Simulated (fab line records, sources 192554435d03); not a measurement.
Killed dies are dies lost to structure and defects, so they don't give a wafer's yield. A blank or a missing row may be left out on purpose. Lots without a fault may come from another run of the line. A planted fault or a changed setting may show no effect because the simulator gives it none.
fab line records | flow n5_finfet
record lots=24 wafers=72 last_day=18
route steps=1938 shown BEOL_M11@1586 BEOL_M12@1615
lots that met no fault: from a run of the same line without faults
start_h: hours from the record's first day to the start of the lot's first wafer shown | wait_h: hours since the lot's step before | " the same as in the row above | L1.1+2: a row that stands for several wafers | - no value, or no start given | * or withheld: withheld | < > ~ a bound
route shown NAME@n: a module of which the file shows steps, and the number in the route of the first | usual: mean/standard deviation of fault-free wafers | same: alike in all rows | chamber/n: place in a boat | sites: the reading at each site | _std_site: their standard deviation | _edge_site: outer sites' mean less inner sites' | radius_mm: how far each site lies from the wafer's centre | mask NAME#n: copy n | behind: the tool/chamber that last shaped the wafer | hold: why the lot was held/for how many hours/how that ended | device: the transistor (n, p or np) that didn't switch | end of line: the same wafers' tests at the end of the route | a step without rows: its recipe alone | killed: dies lost to structure and defects at the first sort, not the wafer's yield | map: a wafer's dies, x killed, . not, _ none there
set.NAME: the setting as run; set.NAME@STEP: as run at that earlier step | model.NAME: the simulator's own value behind a step, which no gauge read
steps of the route over a sample of lots; a table a step, a row a wafer
services: from which hour (start_h, from the record's first day; less than 0 if before it) a tool's chamber was out of use, for how many hours, and why
## steps
# step N5_BEOL_M11_CD_MEAS_35
# recipe target_cd_nm=70 polarity=opening
# usual cd_nm=70.1/0.65
# columns lot.wafer tool chamber start_h wait_h cd_nm
L074.1 cd_sem-02 - 226.02 0.0 70.7
L074.4 " - " " 70.8
L074.5 " - " " 70.1
L076.2 cd_sem-03 - 234.45 0.0 70.0
L076.3 " - " " 69.6
L076.4 " - " " 69.2
L075.4 cd_sem-03 - 234.98 0.0 71.3
L075.5 " - " " 71.0
L075.6 " - " " 71.3
L077.1 cd_sem-03 - 241.84 0.0 70.7
L077.2 " - " " 69.6
L077.4 " - " " 69.2
L078.1 cd_sem-02 - 247.80 0.0 70.9
L078.4 " - " " 70.1
L078.6 " - " " 70.6
L079.1 cd_sem-01 - 249.74 0.0 69.9
L079.3 " - " " 71.0
L079.6 " - " " 70.2
L081.2 cd_sem-02 - 265.00 0.0 70.6
L081.3 " - " " 70.3
L081.5 " - " " 70.1
L080.3 cd_sem-02 - 269.44 0.0 70.3
L080.4 " - " " 70.5
L080.5 " - " " 70.1
L082.3 cd_sem-02 - 282.71 0.0 70.2
L082.4 " - " " 71.1
L082.5 " - " " 70.4
L083.2 cd_sem-01 - 291.01 0.0 70.1
L083.5 " - " " 69.9
L083.6 " - " " 69.8
L084.2 cd_sem-01 - 291.46 0.0 70.5
L084.3 " - " " 71.5
L084.6 " - " " 70.3
L086.1 cd_sem-03 - 292.49 0.0 69.4
L086.3 " - " " 70.1
L086.5 " - " " 69.5
L085.2 cd_sem-01 - 302.60 0.0 70.0
L085.5 " - " " 69.6
L085.6 " - " " 70.1
L087.1 cd_sem-03 - 314.98 0.0 69.8
L087.5 " - " " 69.9
L087.6 " - " " 68.6
L090.2 cd_sem-01 - 334.12 0.0 69.2
L090.3 " - " " 70.7
L090.5 " - " " 69.7
L088.1 cd_sem-01 - 334.69 0.0 68.6
L088.3 " - " " 69.7
L088.4 " - " " 70.0
L091.2 cd_sem-02 - 334.95 0.0 70.3
L091.3 " - " " 69.1
L091.6 " - " " 70.1
L089.1 cd_sem-01 - 335.84 0.0 70.0
L089.4 " - " " 70.2
L089.5 " - " " 69.1
L093.3 cd_sem-01 - 348.58 0.0 69.3
L093.4 " - " " 69.2
L093.6 " - " " 70.9
L092.1 cd_sem-01 - 350.44 0.0 69.3
L092.2 " - " " 69.5
L092.3 " - " " 70.2
L094.1 cd_sem-01 - 351.44 0.0 70.3
L094.5 " - " " 70.3
L094.6 " - " " 70.2
L095.2 cd_sem-01 - 364.26 0.0 70.5
L095.3 " - " " 69.9
L095.4 " - " " 70.1
L096.2 cd_sem-01 - 382.35 0.0 71.5
L096.4 " - " " 71.5
L096.6 " - " " 70.8
L097.3 cd_sem-02 - 382.70 0.0 69.8
L097.5 " - " " 69.4
L097.6 " - " " 70.2
# step N5_BEOL_M11_DEGAS_44
# recipe ambient=vacuum temp_c=250 time_s=60
# usual heater_power_w=339/27
# columns lot.wafer tool chamber start_h wait_h heater_power_w
L074.1 pvd_sputter-01 - 226.58 0.5 301
L074.4 " - " " 330
L074.5 " - " " 320
L076.2 pvd_sputter-02 - 234.93 0.3 408
L076.3 " - " " 338
L076.4 " - " " 326
L075.4 pvd_sputter-01 - 235.68 0.3 310
L075.5 " - " " 340
L075.6 " - " " 329
L077.1 pvd_sputter-01 - 242.54 0.6 336
L077.2 " - " " 303
L077.4 " - " " 303
L078.1 pvd_sputter-03 - 249.16 1.3 349
L078.4 " - " " 327
L078.6 " - " " 328
L079.1 pvd_sputter-02 - 250.16 0.3 402
L079.3 " - " " 354
L079.6 " - " " 407
L081.2 pvd_sputter-03 - 265.80 0.6 316
L081.3 " - " " 323
L081.5 " - " " 322
L080.3 pvd_sputter-02 - 269.80 0.2 340
L080.4 " - " " 412
L080.5 " - " " 332
L082.3 pvd_sputter-01 - 283.32 0.4 317
L082.4 " - " " 328
L082.5 " - " " 336
L083.2 pvd_sputter-03 - 292.50 0.9 361
L083.5 " - " " 327
L083.6 " - " " 325
L084.2 pvd_sputter-03 - 292.66 0.5 332
L084.3 " - " " 330
L084.6 " - " " 326
L086.1 pvd_sputter-02 - 293.69 0.3 423
L086.3 " - " " 329
L086.5 " - " " 335
L085.2 pvd_sputter-02 - 304.14 1.3 421
L085.5 " - " " 367
L085.6 " - " " 333
L087.1 pvd_sputter-01 - 316.65 1.5 316
L087.5 " - " " 323
L087.6 " - " " 341
L090.2 pvd_sputter-03 - 334.48 0.2 322
L090.3 " - " " 365
L090.5 " - " " 323
L088.1 pvd_sputter-02 - 335.05 0.3 411
L088.3 " - " " 328
L088.4 " - " " 332
L091.2 pvd_sputter-03 - 335.32 0.2 323
L091.3 " - " " 333
L091.6 " - " " 326
L089.1 pvd_sputter-02 - 338.23 2.0 326
L089.4 " - " " 332
L089.5 " - " " 408
L093.3 pvd_sputter-01 - 349.01 0.2 300
L093.4 " - " " 334
L093.6 " - " " 325
L092.1 pvd_sputter-03 - 351.36 0.8 334
L092.2 " - " " 329
L092.3 " - " " 330
L094.1 pvd_sputter-02 - 351.81 0.3 340
L094.5 " - " " 323
L094.6 " - " " 359
L095.2 pvd_sputter-03 - 366.22 1.8 325
L095.3 " - " " 349
L095.4 " - " " 330
L096.2 pvd_sputter-03 - 382.89 0.4 326
L096.4 " - " " 327
L096.6 " - " " 326
L097.3 pvd_sputter-03 - 383.13 0.2 331
L097.5 " - " " 320
L097.6 " - " " 330
# step N5_BEOL_M11_CMP_52
# recipe stop_on=SiCOH_lowk t_overpolish_s=7 down_force_psi=1 platen_rpm=50 clearing_platen_down_force_psi=1.5 clearing_platen_rpm=50 post_cmp_clean=cu_alkaline target_thk_nm=140 clearing_platen_pad_velocity_m_s=0.99484 pad_velocity_m_s=0.99484
# usual barrier_field_endpoint_s=28.6/0.76 motor_current_A=5.8/0.45 overpolish_run_s=7.000/0.01 time_to_endpoint_s=65/3.1
# columns lot.wafer tool chamber start_h wait_h barrier_field_endpoint_s motor_current_A overpolish_run_s time_to_endpoint_s
L074.1 cmp-04 0 228.93 0.3 29.4 5.7 6.992 70
L074.4 " 2 " " 29.8 6.1 7.002 68
L074.5 " 1 " " 28.5 5.8 7.001 64
L076.2 cmp-01 2 236.22 0.3 28.4 5.7 7.002 61
L076.4 " 0 " " 28.5 6.2 6.993 58
L076.3 " 1 " " 27.7 6.1 6.989 59
L075.4 cmp-01 3 238.45 0.3 28.7 6.2 7.004 64
L075.5 " 1 " " 27.8 5.9 7.010 59
L075.6 " 2 " " 28.5 5.6 6.999 61
L077.4 cmp-02 2 245.83 0.1 27.9 4.7 6.989 64
L077.1 " 0 " " 27.9 5.6 6.998 66
L077.2 " 1 " " 27.4 6.8 7.006 62
L078.4 cmp-01 2 250.47 0.2 27.8 5.9 7.004 64
L078.1 " 0 " " 27.3 5.7 6.987 62
L078.6 " 2 " " 27.5 5.8 7.007 62
L079.3 cmp-04 1 251.86 0.2 29.3 5.9 7.003 67
L079.1 " 3 " " 27.9 5.4 7.019 65
L079.6 " 1 " " 28.2 5.9 6.995 63
L081.2 cmp-02 3 267.86 0.2 29.6 6.2 7.001 67
L081.3 " 2 " " 28.5 4.9 7.004 65
L081.5 " 0 " " 28.4 5.8 7.026 65
L080.3 cmp-04 2 271.14 0.2 28.2 5.8 6.990 66
L080.4 " 3 " " 29.5 5.2 6.994 66
L080.5 " 1 " " 27.9 5.9 6.993 63
L082.3 cmp-02 2 284.92 0.2 28.0 4.9 6.999 63
L082.4 " 0 " " 29.1 5.7 6.996 70
L082.5 " 2 " " 29.5 4.9 7.004 66
L083.2 cmp-01 1 293.86 0.3 27.9 6.1 7.014 62
L083.6 " 2 " " 29.2 5.5 6.987 64
L083.5 " 3 " " 29.7 5.7 7.003 63
L084.3 cmp-02 2 294.92 0.2 29.0 5.0 7.005 65
L084.2 " 3 " " 28.4 6.3 6.992 67
L084.6 " 2 " " 29.0 4.6 7.002 65
L086.3 cmp-02 0 296.62 0.2 29.0 5.6 7.008 69
L086.1 " 2 " " 28.9 4.8 6.997 68
L086.5 " 1 " " 27.8 6.5 7.009 62
L085.2 cmp-01 2 306.73 0.7 27.9 5.7 7.002 64
L085.5 " 1 " " 27.7 6.0 7.008 59
L085.6 " 2 " " 28.4 5.4 7.007 62
L087.1 cmp-01 0 318.47 0.4 29.0 6.3 7.007 66
L087.6 " 1 " " 29.6 5.6 6.987 67
L087.5 " 2 " " 29.8 5.5 6.990 69
L090.2 cmp-01 1 336.12 0.2 29.4 6.2 7.001 62
L090.3 " 2 " " 29.6 5.5 6.999 65
L090.5 " 1 " " 28.5 6.1 6.998 63
L088.3 cmp-04 2 336.35 0.2 29.4 5.7 7.011 64
L088.1 " 3 " " 28.0 5.3 7.002 61
L088.4 " 0 " " 28.7 5.8 6.992 65
L091.3 cmp-02 0 336.51 0.2 29.2 5.6 7.009 71
L091.2 " 1 " " 29.1 6.6 6.988 70
L091.6 " 1 " " 28.7 6.6 7.007 68
L089.4 cmp-04 1 339.41 0.1 27.7 5.9 6.987 60
L089.1 " 2 " " 27.2 6.0 6.996 64
L089.5 " 1 " " 27.2 5.9 6.995 60
L093.4 cmp-02 2 350.42 0.2 29.5 4.9 7.006 69
L093.3 " 3 " " 28.7 6.1 7.000 69
L093.6 " 2 " " 29.6 4.7 7.025 64
L092.1 cmp-04 2 352.56 0.3 29.9 5.9 6.982 65
L092.2 " 3 " " 30.0 5.5 6.997 67
L092.3 " 0 " " 30.3 5.6 6.989 67
L094.1 cmp-02 0 353.10 0.3 29.9 5.7 6.987 71
L094.6 " 3 " " 30.1 6.2 7.008 70
L094.5 " 0 " " 29.9 5.1 7.007 71
L095.2 cmp-04 3 367.60 0.3 27.8 5.5 6.995 64
L095.3 " 0 " " 28.8 5.6 6.983 69
L095.4 " 1 " " 27.4 5.9 7.005 62
L096.4 cmp-01 3 384.88 0.1 29.1 6.0 6.994 66
L096.2 " 2 " " 28.4 5.5 7.001 66
L096.6 " 0 " " 28.6 6.1 6.997 70
L097.3 cmp-01 3 385.87 0.2 27.8 5.7 6.993 67
L097.5 " 2 " " 28.3 5.7 7.001 65
L097.6 " 3 " " 29.8 5.7 6.998 67
# step N5_BEOL_M12_DESCUM_15
# recipe chemistry=O2 time_s=7.9 source_power_w=50 bias_power_w=20 pressure_mtorr=20 rf_frequency_hz=2.712e+07 temp_c=40 o2_flow_sccm=225
# usual drypump_motor_current_A=5.8/0.62 oes_product_au=0.80/0.089 rf_vpp_V=242.6/1.4 showerhead_plenum_p_Torr=2.06/0.073 throttle_valve_pct=20.37/0.25
# columns lot.wafer tool chamber start_h wait_h drypump_motor_current_A oes_product_au rf_hours_counter_h rf_vpp_V showerhead_plenum_p_Torr throttle_valve_pct
L074.1 rie_diel-06 0 230.11 0.0 4.9 0.69 230 241.2 1.97 20.91
L074.4 " 3 " " 6.5 0.70 200 243.1 2.17 20.67
L074.5 " 3 " " 6.5 0.70 - 244.0 2.17 20.66
L076.2 rie_diel-02 2 237.50 0.1 6.2 0.77 111 243.3 2.03 20.48
L076.3 " 0 " " 5.0 0.85 67 241.7 2.05 20.43
L076.4 " 3 " " 5.9 0.69 241 242.6 2.05 20.61
L075.4 rie_diel-05 3 239.51 0.0 4.9 0.82 64 243.2 2.04 19.99
L075.5 " 0 " " 6.0 0.76 - 242.9 2.00 20.23
L075.6 " 3 " " 4.9 0.81 - 242.2 2.04 20.00
L077.1 rie_diel-06 2 246.88 0.0 6.2 0.88 51 241.7 2.05 20.45
L077.2 " 1 " " 5.9 0.93 26 244.5 2.23 20.12
L077.4 " 3 " " 6.4 0.71 206 244.7 2.16 20.67
L078.1 rie_diel-06 1 251.44 0.0 5.9 0.92 28 246.4 2.23 20.13
L078.4 " 0 " " 4.9 0.69 238 240.1 1.97 20.91
L078.6 " 1 " " 5.9 0.92 - 246.4 2.23 20.11
L079.1 rie_diel-05 3 252.99 0.0 4.9 0.81 69 242.5 2.04 20.01
L079.3 " 2 " " 6.6 0.69 231 242.9 2.08 20.68
L079.6 " 1 " " 6.4 0.88 - 242.5 2.04 20.31
L081.2 rie_diel-06 3 269.38 0.4 6.4 0.70 213 245.3 2.16 20.67
L081.3 " 2 " " 6.2 0.87 58 243.7 2.04 20.46
L081.5 " 1 " " 5.9 0.91 - 245.7 2.23 20.16
L080.3 rie_diel-02 3 272.07 0.0 6.0 0.99 0 241.5 2.05 20.28
L080.4 " 2 " " 6.2 0.75 - 242.0 2.02 20.52
L080.5 " 3 " " 5.9 0.98 - 242.3 2.05 20.27
L082.3 rie_diel-06 2 286.05 0.0 6.2 0.87 63 242.2 2.04 20.47
L082.4 " 3 " " 6.4 0.70 217 244.8 2.16 20.70
L082.5 " 3 " " 6.5 0.70 - 243.3 2.16 20.68
L083.2 rie_diel-05 0 294.76 0.0 6.0 0.74 169 241.5 1.99 20.26
L083.5 " 2 " " 6.6 0.67 - 242.7 2.08 20.71
L083.6 " 1 " " 6.4 0.85 - 241.3 2.04 20.34
L084.2 rie_diel-05 2 295.98 0.1 6.6 0.68 246 243.4 2.08 20.72
L084.3 " 3 " " 4.9 0.79 83 242.4 2.04 20.01
L084.6 " 0 " " 6.0 0.75 - 240.6 1.99 20.26
L086.1 rie_diel-02 3 297.62 0.0 5.9 0.93 9 242.9 2.05 20.27
L086.3 " 2 " " 6.2 0.73 134 241.9 2.02 20.53
L086.5 " 1 " " 5.5 0.81 - 243.0 2.03 19.98
L085.2 rie_diel-05 1 307.83 0.0 6.4 0.85 79 241.8 2.03 20.34
L085.5 " 2 " " 6.6 0.68 - 241.8 2.08 20.72
L085.6 " 1 " " 6.3 0.85 - 242.5 2.03 20.35
L087.1 rie_diel-06 3 319.64 0.1 6.4 0.68 233 243.6 2.15 20.71
L087.5 " 3 " " 6.4 0.69 - 244.8 2.15 20.70
L087.6 " 2 " " 6.2 0.85 - 241.9 2.04 20.49
L090.2 rie_diel-06 0 337.09 0.0 4.9 0.94 4 246.6 2.23 20.48
L090.3 " 1 " " 5.9 0.86 59 245.8 2.22 20.17
L090.5 " 3 " " 6.4 0.68 - 244.6 2.15 20.72
L088.1 rie_diel-06 1 337.49 0.0 5.9 0.86 59 245.4 2.22 20.18
L088.3 " 2 " " 6.2 0.84 82 242.3 2.04 20.51
L088.4 " 0 " " 4.9 0.93 5 244.1 2.23 20.47
L091.2 rie_diel-02 3 337.86 0.2 5.9 0.90 21 243.7 2.04 20.32
L091.3 " 0 " " 5.0 0.82 98 242.1 2.04 20.46
L091.6 " 3 " " 5.9 0.90 - 243.2 2.04 20.31
L089.1 rie_diel-02 0 340.67 0.2 5.1 0.82 100 242.7 2.04 20.48
L089.4 " 1 " " 5.5 0.79 93 242.5 2.03 20.01
L089.5 " 0 " " 5.0 0.81 - 241.5 2.04 20.47
L093.3 rie_diel-05 1 351.79 0.3 6.4 0.83 99 240.6 2.03 20.39
L093.4 " 0 " " 6.0 0.72 190 241.9 1.99 20.29
L093.6 " 3 " " 4.9 0.76 - 243.1 2.03 20.07
L092.1 rie_diel-05 3 353.72 0.2 4.9 0.77 107 241.0 2.03 20.07
L092.2 " 0 " " 6.0 0.73 191 241.8 1.99 20.30
L092.3 " 1 " " 6.4 0.83 100 242.2 2.03 20.38
L094.1 rie_diel-05 1 354.78 0.6 6.4 0.83 100 241.7 2.03 20.38
L094.5 " 2 " " 6.6 0.95 - 241.6 2.07 20.31
L094.6 " 3 " " 4.9 0.77 - 240.9 2.03 20.06
L095.2 rie_diel-05 0 368.57 0.0 6.0 0.72 195 241.9 1.98 20.31
L095.3 " 1 " " 6.4 0.82 104 243.1 2.03 20.39
L095.4 " 2 " " 6.6 0.95 12 241.3 2.07 20.32
L096.2 rie_diel-05 1 386.12 0.1 6.4 0.81 111 241.7 2.02 20.40
L096.4 " 0 " " 6.0 0.71 202 241.5 1.98 20.32
L096.6 " 3 " " 4.9 0.76 - 241.7 2.02 20.08
L097.3 rie_diel-05 3 386.89 0.0 4.9 0.75 117 240.8 2.02 20.09
L097.5 " 1 " " 6.4 0.81 - 241.9 2.02 20.39
L097.6 " 2 " " 6.6 0.93 - 241.2 2.07 20.31
# step N5_BEOL_M12_ETCH_68
# recipe chemistry=N2/H2 target=SOC mask_material=SiARC source_w=3000 bias_w=350 temp_c=40 time_s=285 ion_energy_ev=200 pressure_mtorr=30 n2_flow_sccm=200 h2_flow_sccm=200
# usual bias_w=349.9/1.2 drypump_motor_current_A=5.8/0.59 oes_product_au=0.80/0.079 rf_vpp_V=523.2/2.7 showerhead_plenum_p_Torr=2.52/0.088 throttle_valve_pct=17.7/0.32
# columns lot.wafer tool chamber start_h wait_h bias_w drypump_motor_current_A oes_product_au rf_hours_counter_h rf_vpp_V showerhead_plenum_p_Torr throttle_valve_pct
L074.1 rie_diel-05 3 231.50 0.1 350.9 4.9 0.81 62 521.6 2.46 17.2
L074.4 " 1 " " 350.3 6.4 0.89 54 520.4 2.47 17.5
L074.5 " 0 " " 350.7 6.0 0.76 - 520.9 2.45 17.7
L076.2 rie_diel-02 2 238.89 0.1 350.8 6.3 0.77 112 522.2 2.46 17.8
L076.3 " 0 " " 350.0 5.1 0.85 68 521.7 2.49 17.8
L076.4 " 1 " " 351.7 5.5 0.83 56 522.2 2.47 17.2
L075.4 rie_diel-02 3 240.76 0.1 349.9 6.0 0.68 242 522.5 2.51 18.1
L075.5 " 2 " " 349.5 6.2 0.77 - 521.7 2.46 17.8
L075.6 " 1 " " 349.9 5.5 0.83 - 521.9 2.47 17.2
L077.1 rie_diel-02 2 248.00 0.1 351.3 6.3 0.76 115 521.7 2.46 17.8
L077.2 " 0 " " 349.4 5.0 0.84 71 521.9 2.49 17.8
L077.4 " 3 " " 350.6 6.0 0.67 245 522.1 2.51 18.1
L078.1 rie_diel-02 1 252.66 0.1 350.6 5.5 0.83 63 522.5 2.46 17.2
L078.4 " 2 " " 349.3 6.2 0.77 118 520.0 2.46 17.8
L078.6 " 0 " " 349.1 5.1 0.85 - 522.0 2.49 17.8
L079.1 rie_diel-05 3 254.08 0.1 348.7 4.9 0.80 69 523.7 2.46 17.2
L079.3 " 0 " " 348.8 6.0 0.75 159 522.0 2.45 17.7
L079.6 " 3 " " 348.1 4.9 0.82 - 522.5 2.46 17.2
L081.2 rie_diel-05 3 270.67 0.1 351.2 4.9 0.80 75 522.5 2.46 17.2
L081.3 " 0 " " 348.8 6.0 0.75 161 520.5 2.45 17.7
L081.5 " 3 " " 352.1 4.9 0.80 - 520.7 2.46 17.2
L080.3 rie_diel-05 2 273.21 0.1 348.6 6.6 0.68 238 523.7 2.51 18.0
L080.4 " 0 " " 350.4 6.0 0.74 162 522.4 2.45 17.7
L080.5 " 0 " " 350.5 6.0 0.75 - 519.8 2.45 17.7
L082.3 rie_diel-06 2 287.54 0.1 348.6 6.2 0.85 63 521.5 2.47 17.7
L082.4 " 3 " " 349.9 6.5 0.70 - 525.1 2.64 18.2
L082.5 " 2 " " 350.6 6.2 0.86 - 522.6 2.47 17.7
L083.2 rie_diel-02 3 296.01 0.1 348.9 6.0 0.94 8 522.1 2.51 17.8
L083.5 " 0 " " 352.8 5.1 0.83 - 521.5 2.48 17.8
L083.6 " 3 " " 349.4 5.9 0.93 - 523.1 2.51 17.8
L084.2 rie_diel-06 2 297.07 0.1 348.7 6.2 0.85 67 522.3 2.47 17.7
L084.3 " 1 " " 348.9 5.9 0.87 44 527.2 2.68 17.2
L084.6 " 3 " " 350.2 6.4 0.69 - 525.5 2.64 18.1
L086.1 rie_diel-06 2 298.87 0.1 350.1 6.2 0.84 68 521.9 2.47 17.7
L086.3 " 3 " " 348.9 6.4 0.69 223 526.3 2.64 18.2
L086.5 " 1 " " 350.2 5.9 0.88 - 528.6 2.68 17.2
L085.2 rie_diel-06 3 308.92 0.1 349.5 6.5 0.69 228 526.7 2.64 18.2
L085.5 " 1 " " 348.5 5.9 0.87 - 528.4 2.68 17.2
L085.6 " 3 " " 350.0 6.5 0.68 - 526.7 2.64 18.2
L087.1 rie_diel-02 3 320.73 0.1 348.3 6.0 0.90 16 522.4 2.50 17.8
L087.5 " 3 " " 348.4 6.0 0.91 - 523.1 2.50 17.8
L087.6 " 0 " " 349.7 5.0 0.81 - 521.4 2.48 17.8
L090.2 rie_diel-02 2 338.35 0.1 350.7 6.3 0.74 147 518.5 2.45 17.9
L090.3 " 1 " " 347.4 5.5 0.80 91 523.2 2.45 17.2
L090.5 " 0 " " 352.2 5.1 0.82 - 521.7 2.48 17.8
L088.1 rie_diel-05 2 338.71 0.1 351.1 6.6 0.99 3 522.6 2.51 17.6
L088.3 " 3 " " 351.8 4.9 0.77 101 520.6 2.45 17.3
L088.4 " 0 " " 349.9 6.0 0.73 184 519.0 2.44 17.8
L091.2 rie_diel-02 2 339.16 0.1 352.1 6.3 0.73 147 518.7 2.44 17.9
L091.3 " 1 " " 350.0 5.5 0.79 92 520.5 2.45 17.3
L091.6 " 1 " " 350.0 5.5 0.79 - 521.0 2.45 17.2
L089.1 rie_diel-06 1 341.94 0.1 348.0 5.9 0.85 61 527.8 2.67 17.3
L089.4 " 0 " " 350.3 4.9 0.92 7 528.0 2.72 17.9
L089.5 " 2 " " 349.2 6.2 0.82 - 521.7 2.46 17.7
L093.3 rie_diel-05 0 353.41 0.1 349.1 6.0 0.72 191 520.3 2.44 17.8
L093.4 " 3 " " 351.2 4.9 0.77 107 521.4 2.44 17.3
L093.6 " 3 " " 349.6 4.9 0.77 - 521.3 2.44 17.3
L092.1 rie_diel-06 0 355.35 0.1 350.1 4.9 0.93 11 529.5 2.72 17.9
L092.2 " 1 " " 349.4 5.9 0.84 65 529.0 2.67 17.3
L092.3 " 3 " " 351.5 6.5 0.68 242 525.5 2.63 18.2
L094.1 rie_diel-05 0 356.02 0.1 350.0 6.0 0.73 193 521.7 2.44 17.8
L094.5 " 3 " " 347.6 4.9 0.77 - 521.3 2.44 17.3
L094.6 " 2 " " 348.3 6.6 0.97 - 523.0 2.50 17.6
L095.2 rie_diel-06 0 369.91 0.1 348.9 4.9 0.91 15 528.0 2.72 17.9
L095.3 " 2 " " 349.6 6.2 0.81 92 522.2 2.46 17.7
L095.4 " 1 " " 348.6 5.9 0.84 69 527.2 2.67 17.3
L096.2 rie_diel-06 0 387.35 0.1 348.6 4.9 0.89 22 527.7 2.71 17.9
L096.4 " 0 " " 348.1 4.9 0.90 - 528.1 2.71 17.9
L096.6 " 1 " " 349.9 5.9 0.84 - 528.0 2.66 17.3
L097.3 rie_diel-05 0 388.18 0.1 349.0 6.0 0.71 203 520.4 2.43 17.8
L097.5 " 2 " " 351.7 6.6 0.92 - 523.1 2.50 17.6
L097.6 " 3 " " 349.8 4.9 0.75 - 522.2 2.44 17.3
# step N5_BEOL_M12_CMP_49
# recipe stop_on=SiOC t_overpolish_s=20.6 down_force_psi=1 platen_rpm=50 clearing_platen_down_force_psi=1.5 clearing_platen_rpm=50 post_cmp_clean=cu_alkaline target_thk_nm=320 clearing_platen_pad_velocity_m_s=0.99484 pad_velocity_m_s=0.99484
# usual barrier_field_endpoint_s=30.4/0.59 motor_current_A=6.0/0.71 overpolish_run_s=20.599/0.0089
# columns lot.wafer tool chamber start_h wait_h barrier_field_endpoint_s motor_current_A overpolish_run_s
L074.1 cmp-04 2 233.19 0.3 30.1 6.3 20.611
L074.4 " 3 " " 30.5 5.4 20.602
L074.5 " 1 " " 29.3 6.0 20.602
L076.2 cmp-04 0 241.44 0.2 30.6 5.5 20.600
L076.4 " 2 " " 30.3 5.8 20.583
L076.3 " 3 " " 29.3 5.6 20.602
L075.4 cmp-04 0 242.84 0.2 29.9 5.8 20.601
L075.6 " 2 " " 30.3 6.3 20.618
L075.5 " 3 " " 30.5 5.5 20.593
L077.1 cmp-03 3 250.16 0.3 30.5 6.9 20.583
L077.4 " 1 " " 31.5 5.3 20.611
L077.2 " 2 " " 30.3 6.1 20.594
L078.1 cmp-03 0 254.28 0.3 29.9 6.0 20.584
L078.4 " 1 " " 30.5 5.3 20.601
L078.6 " 3 " " 30.7 7.7 20.599
L079.1 cmp-02 2 257.17 0.3 30.3 5.0 20.609
L079.3 " 3 " " 31.0 6.1 20.592
L079.6 " 2 " " 31.5 4.8 20.602
L081.2 cmp-03 3 277.84 0.2 30.2 7.6 20.609
L081.3 " 1 " " 31.2 5.0 20.604
L081.5 " 3 " " 30.8 7.2 20.596
L080.3 cmp-02 1 286.32 0.2 29.3 6.6 20.587
L080.4 " 3 " " 29.6 6.1 20.601
L080.5 " 1 " " 29.7 6.5 20.603
L082.3 cmp-03 0 291.01 0.2 30.9 5.6 20.603
L082.4 " 1 " " 31.0 5.4 20.609
L082.5 " 0 " " 30.7 5.7 20.598
L083.2 cmp-03 1 302.77 0.3 30.4 5.2 20.605
L083.5 " 2 " " 29.1 6.2 20.586
L083.6 " 3 " " 30.4 7.4 20.615
L084.2 cmp-03 2 303.68 0.4 30.0 6.0 20.595
L084.3 " 3 " " 30.3 7.6 20.594
L084.6 " 3 " " 30.6 7.1 20.618
L086.1 cmp-02 3 303.91 0.3 31.2 6.0 20.593
L086.3 " 2 " " 29.9 4.8 20.611
L086.5 " 3 " " 30.5 6.2 20.612
L085.2 cmp-02 2 311.83 0.2 30.6 4.9 20.610
L085.6 " 1 " " 29.7 6.3 20.592
L085.5 " 2 " " 30.3 5.0 20.610
L087.1 cmp-02 1 323.74 0.3 30.5 6.5 20.586
L087.6 " 1 " " 30.4 6.4 20.588
L087.5 " 2 " " 31.9 4.8 20.600
L090.2 cmp-03 0 340.27 0.5 32.1 5.8 20.605
L090.3 " 1 " " 31.7 5.5 20.591
L090.5 " 3 " " 31.7 7.3 20.602
L088.1 cmp-03 0 340.53 0.3 29.8 5.9 20.593
L088.3 " 1 " " 31.4 5.1 20.610
L088.4 " 3 " " 30.2 7.3 20.606
L091.2 cmp-04 2 340.88 0.2 30.6 6.0 20.602
L091.3 " 1 " " 30.0 5.7 20.597
L091.6 " 3 " " 30.1 5.6 20.592
L089.4 cmp-02 0 346.58 0.1 30.8 5.6 20.585
L089.1 " 1 " " 30.5 6.5 20.594
L089.5 " 1 " " 30.3 6.7 20.592
L093.3 cmp-02 1 361.16 0.2 30.3 6.7 20.610
L093.4 " 3 " " 30.9 6.4 20.591
L093.6 " 1 " " 30.1 6.3 20.600
L092.1 cmp-04 3 362.19 0.3 29.6 5.6 20.599
L092.3 " 0 " " 30.5 5.5 20.601
L092.2 " 1 " " 29.5 6.0 20.596
L094.1 cmp-02 3 362.63 0.3 29.2 6.2 20.597
L094.5 " 1 " " 30.2 6.8 20.607
L094.6 " 2 " " 30.3 4.6 20.596
L095.4 cmp-02 0 373.17 0.1 30.1 5.3 20.593
L095.3 " 2 " " 29.6 5.0 20.608
L095.2 " 3 " " 30.1 6.3 20.603
L096.4 cmp-03 1 395.27 0.1 30.2 5.4 20.584
L096.2 " 3 " " 29.7 7.2 20.608
L096.6 " 1 " " 29.8 5.3 20.584
L097.3 cmp-04 2 397.17 0.3 31.1 5.8 20.592
L097.5 " 3 " " 30.5 5.4 20.594
L097.6 " 0 " " 30.8 5.7 20.608
## services
# columns tool chamber start_h hours kind
cmp-01 - 204.30 4.0 pm
rie_diel-06 0 220.63 6.6 repair
cmp-04 - 222.71 5.0 pm
cmp-01 - 223.18 1.3 repair
rie_diel-02 - 229.71 0.5 repair
cmp-02 - 235.02 4.0 pm
rie_diel-05 0 258.19 9.4 repair
rie_diel-02 0 264.49 9.9 repair
cmp-01 - 269.35 1.0 repair
cmp-02 - 288.05 1.8 repair
cmp-04 - 303.32 4.0 pm
cmp-02 - 304.67 2.7 repair
rie_diel-05 0 307.30 4.3 repair
rie_diel-06 3 328.29 2.5 repair
cmp-02 - 338.04 3.0 repair
cmp-01 - 340.63 5.8 pm
cmp-02 - 357.57 2.0 repair
cmp-04 - 368.99 1.0 repair
rie_diel-05 3 376.16 2.3 repair
rie_diel-02 - 381.76 0.5 repair
rie_diel-06 3 382.22 2.3 repair
rie_diel-06 2 382.64 11.7 repair
cmp-04 - 387.11 0.8 repair
rie_diel-06 0 392.19 4.8 repair
## key
fault none
